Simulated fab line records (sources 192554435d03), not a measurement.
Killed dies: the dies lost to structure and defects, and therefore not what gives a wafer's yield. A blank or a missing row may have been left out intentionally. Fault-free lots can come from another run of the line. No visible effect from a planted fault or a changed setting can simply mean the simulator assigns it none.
Matching of chambers | flow n5-finfet | N5_DUMMY_REMOVAL_STRIP_10 on rie-diel-06: 4 sister chambers
The step strips in N2/H2, time 40 s. 4 wafers are shown with their chamber, then 7 later ones without.

== WAFERS, EACH WITH ITS CHAMBER ==
wafer  | chamber | drypump-motor-current-A (A)
L088.1 | 3       | 5.0
L088.5 | 2       | 5.8
L087.1 | 0       | 6.3
L087.3 | 1       | 5.3

== WAFERS MISSING THEIR CHAMBER ==
wafer  | drypump-motor-current-A (A)
L087.4 | 5.0
L090.3 | 5.8
L090.4 | 5.3
L090.6 | 6.2
L095.2 | 5.8
L095.3 | 5.0
L095.4 | 6.2

== WHICH CHAMBER EACH WENT THROUGH ==
wafer  | from the rows above | in truth
L087.4 | 3                   | 3
L090.3 | 2                   | 2
L090.4 | 1                   | 1
L090.6 | 0                   | 0
L095.2 | 2                   | 2
L095.3 | 3                   | 3
L095.4 | 0                   | 0
Correct placement for 7 of the 7. Not placeable from these rows: 0. 0 placed wrongly.
How it was worked out, from the rows above alone: a wafer's distance from a chamber is the root of the sum, over the readings, of the square of ((its reading less the chamber's mean) divided by the reading's scatter). If the next closest chamber is less than 2 further off than the closest, the wafer can't be placed; otherwise it belongs to the closest. For every chamber, the mean is computed from those of its wafers that are shown. The scatter: root of mean squared gap, hidden wafer to nearest shown wafer, with one shown wafer a chamber.
